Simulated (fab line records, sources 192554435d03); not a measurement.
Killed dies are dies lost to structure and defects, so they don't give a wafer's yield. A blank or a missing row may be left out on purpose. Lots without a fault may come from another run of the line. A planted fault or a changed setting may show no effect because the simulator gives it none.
Chamber matching | flow n5_finfet | N5_BEOL_M6_PECVD_70 on pecvd-04: 3 sister chambers
The step deposits SiO2 from TEOS/O2, target thk 20 nm, time 22.7 s. 18 wafers are shown with their chamber, then 9 later ones without.

WAFERS WITH THEIR CHAMBER
wafer  | chamber | heater_power_w (W) | throttle_valve_pct (%) | showerhead_plenum_p_Torr (Torr)
L078.1 | 1       | 906                | 23.2                   | 8.72
L078.2 | 0       | 627                | 22.1                   | 8.80
L078.4 | 1       | 905                | 22.8                   | 8.71
L082.1 | 1       | 945                | 23.3                   | 8.75
L082.4 | 2       | 639                | 22.7                   | 8.78
L082.6 | 1       | 925                | 23.2                   | 8.73
L086.1 | 1       | 928                | 23.1                   | 8.70
L086.3 | 0       | 714                | 22.2                   | 8.81
L086.4 | 0       | 732                | 22.4                   | 8.80
L088.3 | 2       | 662                | 22.7                   | 8.77
L088.5 | 2       | 670                | 22.9                   | 8.81
L088.6 | 1       | 844                | 23.0                   | 8.73
L087.1 | 1       | 892                | 22.9                   | 8.70
L087.2 | 2       | 641                | 22.6                   | 8.77
L087.3 | 0       | 585                | 22.0                   | 8.79
L087.4 | 0       | 630                | 22.1                   | 8.82
L087.5 | 2       | 657                | 22.9                   | 8.78
L087.6 | 1       | 912                | 22.9                   | 8.72

SIGNATURES (means of the wafers above)
reading                  | chamber 0 | chamber 1 | chamber 2 | scatter within a chamber
heater_power_w           | 657.60    | 907.12    | 653.80    | 39
throttle_valve_pct       | 22.160    | 23.050    | 22.760    | 0.16
showerhead_plenum_p_Torr | 8.8040    | 8.7200    | 8.7820    | 0.0155
Rule: a wafer's distance from a chamber is the root of the sum, over the readings, of the square of ((its reading less the chamber's mean) divided by the reading's scatter). The wafer belongs to the nearest chamber; if the next one is less than 2 further off, it can't be placed. The scatter: the root of (the sum of the squares of (reading less its chamber's mean) over the shown wafers, divided by (wafers less chambers)).

WAFERS WITHOUT THEIR CHAMBER
wafer  | heater_power_w (W) | throttle_valve_pct (%) | showerhead_plenum_p_Torr (Torr)
L089.4 | 592                | 22.6                   | 8.78
L089.5 | 946                | 23.1                   | 8.74
L089.6 | 691                | 22.1                   | 8.80
L094.1 | 708                | 22.1                   | 8.80
L094.2 | 676                | 22.7                   | 8.79
L094.6 | 664                | 23.0                   | 8.77
L096.1 | 635                | 23.0                   | 8.77
L096.2 | 675                | 22.0                   | 8.79
L096.6 | 823                | 23.2                   | 8.74

WHICH CHAMBER EACH WENT THROUGH
wafer  | from the rows above     | in truth
L089.4 | can't be placed: 2 or 0 | 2
L089.5 | 1                       | 1
L089.6 | 0                       | 0
L094.1 | 0                       | 0
L094.2 | 2                       | 2
L094.6 | 2                       | 2
L096.1 | 2                       | 2
L096.2 | 0                       | 0
L096.6 | 1                       | 1
Placed correctly: 8 of 9. Can't be placed from these rows: 1 (the true chamber is among the candidates in 1). Placed wrongly: 0.
